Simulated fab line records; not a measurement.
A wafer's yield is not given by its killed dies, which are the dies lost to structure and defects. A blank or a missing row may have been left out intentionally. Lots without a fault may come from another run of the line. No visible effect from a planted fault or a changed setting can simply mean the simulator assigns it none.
Split-lot study / flow n5-finfet / on a route of 1938 steps: 7 lots, 21 wafers read

THE SPLIT ITSELF
At N5_BEOL_M8_EXPOSE_25 (exposes mask V7, target cd 40 nm), the setting dose-mj was moved away from the recipe's 42.5 on 6 of the 21 wafers read, by -6.9% to +5.4%. The other wafers ran this setting at the recipe's value.

FROM THE SPLIT TO THE READING: what the file shows between them, 2 steps
- N5_BEOL_M8_PEB_26: peb time 60 s
- N5_BEOL_M8_DEVELOP_27: develop time 30 s

THE READING
cd-nm at N5_BEOL_M8_CD_MEAS_28, given in nm (cd target 40 nm). A value of 40.05 nm with a standard deviation of 0.23 nm is what fault-free wafers of this fab line usually give.

wafer=L077.1; tool, chamber at the split=euv-scanner-01, 0; dose-mj as run=42.5; against the recipe=recipe; cd-nm, nm=40.21; against lot-mates on the recipe=-
wafer=L077.4; tool, chamber at the split=euv-scanner-01, 0; dose-mj as run=43.41; against the recipe=+2.1%; cd-nm, nm=40.46; against lot-mates on the recipe=+0.27
wafer=L077.5; tool, chamber at the split=euv-scanner-01, 0; dose-mj as run=42.5; against the recipe=recipe; cd-nm, nm=40.16; against lot-mates on the recipe=-
wafer=L081.2; tool, chamber at the split=euv-scanner-02, 0; dose-mj as run=42.5; against the recipe=recipe; cd-nm, nm=40.28; against lot-mates on the recipe=-
wafer=L081.4; tool, chamber at the split=euv-scanner-02, 0; dose-mj as run=41; against the recipe=-3.5%; cd-nm, nm=39.17; against lot-mates on the recipe=-0.90
wafer=L081.6; tool, chamber at the split=euv-scanner-02, 0; dose-mj as run=42.5; against the recipe=recipe; cd-nm, nm=39.86; against lot-mates on the recipe=-
wafer=L083.2; tool, chamber at the split=euv-scanner-02, 0; dose-mj as run=42.5; against the recipe=recipe; cd-nm, nm=39.93; against lot-mates on the recipe=-
wafer=L083.5; tool, chamber at the split=euv-scanner-02, 0; dose-mj as run=44.81; against the recipe=+5.4%; cd-nm, nm=41.19; against lot-mates on the recipe=+1.23
wafer=L083.6; tool, chamber at the split=euv-scanner-02, 0; dose-mj as run=42.5; against the recipe=recipe; cd-nm, nm=39.99; against lot-mates on the recipe=-
wafer=L084.2; tool, chamber at the split=euv-scanner-01, 0; dose-mj as run=39.57; against the recipe=-6.9%; cd-nm, nm=38.59; against lot-mates on the recipe=-1.25
wafer=L084.3; tool, chamber at the split=euv-scanner-01, 0; dose-mj as run=42.5; against the recipe=recipe; cd-nm, nm=39.93; against lot-mates on the recipe=-
wafer=L084.4; tool, chamber at the split=euv-scanner-01, 0; dose-mj as run=42.5; against the recipe=recipe; cd-nm, nm=39.75; against lot-mates on the recipe=-
wafer=L086.3; tool, chamber at the split=euv-scanner-01, 0; dose-mj as run=40.36; against the recipe=-5.0%; cd-nm, nm=39.02; against lot-mates on the recipe=-1.09
wafer=L086.4; tool, chamber at the split=euv-scanner-01, 0; dose-mj as run=40.36; against the recipe=-5.0%; cd-nm, nm=38.99; against lot-mates on the recipe=-1.12
wafer=L086.5; tool, chamber at the split=euv-scanner-01, 0; dose-mj as run=42.5; against the recipe=recipe; cd-nm, nm=40.11; against lot-mates on the recipe=-
wafer=L089.1; tool, chamber at the split=euv-scanner-02, 0; dose-mj as run=42.5; against the recipe=recipe; cd-nm, nm=40.04; against lot-mates on the recipe=-
wafer=L089.5; tool, chamber at the split=euv-scanner-02, 0; dose-mj as run=42.5; against the recipe=recipe; cd-nm, nm=39.84; against lot-mates on the recipe=-
wafer=L089.6; tool, chamber at the split=euv-scanner-02, 0; dose-mj as run=42.5; against the recipe=recipe; cd-nm, nm=40.09; against lot-mates on the recipe=-
wafer=L097.1; tool, chamber at the split=euv-scanner-02, 0; dose-mj as run=42.5; against the recipe=recipe; cd-nm, nm=40.25; against lot-mates on the recipe=-
wafer=L097.3; tool, chamber at the split=euv-scanner-02, 0; dose-mj as run=42.5; against the recipe=recipe; cd-nm, nm=39.58; against lot-mates on the recipe=-
wafer=L097.6; tool, chamber at the split=euv-scanner-02, 0; dose-mj as run=42.5; against the recipe=recipe; cd-nm, nm=39.99; against lot-mates on the recipe=-

THE FIT
A straight line over all 21 wafers: cd-nm changes by +0.209 nm for each +1% of dose-mj; r = +0.96; the points scatter about the line by 0.17 nm.
The same after taking each lot's own level away (the mean of its wafers on the recipe; 21 wafers): +0.208 nm for each +1%; r = +0.96; scatter 0.16 nm.
Per that fit: largest dose-mj move, reading shift of 1.4 nm.
The lots' own levels span 39.840 to 40.185 nm, that is 1.5 times the standard deviation above.
So the lot-to-lot level changes the slope little: the two slopes agree.
Check: with one of the wafers moved furthest among these (-6.9%) left out of the fit, the line predicts -1.54 nm for it against its lot-mates. Against them it came out at -1.25 nm.

THE OTHER SPLITS THESE WAFERS WENT THROUGH
Other splits were also applied to these wafers ahead of the reading. Each is held against what the fit with the lots' levels taken away leaves over:
other split on the same wafers=N5_BEOL_M7_TRENCH_ETCH_37 time-s; wafers away from the commonest value=6; r with cd-nm (lot level and that fit taken away)=-0.12

THE WHOLE CHAIN: every reading that the file lists as answering this split, in the file's order
step=N5_BEOL_M8_CD_MEAS_28; what it does=target cd 40 nm; reading=cd-nm; change (the file's fit)=+0.206 nm for each +1% of the setting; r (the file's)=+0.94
step=N5_BEOL_M8_DESCUM_33; what it does=chemistry O2, time 7 s; reading=BEOL_M8.cd-nm (the simulator's own value, which no gauge read); change (the file's fit)=+0.227 nm for each +1% of the setting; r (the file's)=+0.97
step=N5_BEOL_M8_ETCH_65; what it does=etches SiARC in CF4, target depth 15.6 nm, time 26 s; reading=BEOL_M8.cd-nm (the simulator's own value, which no gauge read); change (the file's fit)=+0.221 nm for each +1% of the setting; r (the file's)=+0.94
step=N5_BEOL_M8_ETCH_66; what it does=etches SOC in N2/H2, target depth 80 nm, overetch 16 nm, time 120 s; reading=BEOL_M8.cd-nm (the simulator's own value, which no gauge read); change (the file's fit)=+0.243 nm for each +1% of the setting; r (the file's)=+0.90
step=N5_BEOL_M8_VIA_ETCH_34; what it does=etches SiCOH lowk in C4F6/O2, target depth 125.5 nm, time 50.5 s; reading=BEOL_M8.cd-nm (the simulator's own value, which no gauge read); change (the file's fit)=+0.25 nm for each +1% of the setting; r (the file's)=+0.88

THE FILE'S OWN FIT
cd-nm changes by +0.206 nm for each +1% of dose-mj, r = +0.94.
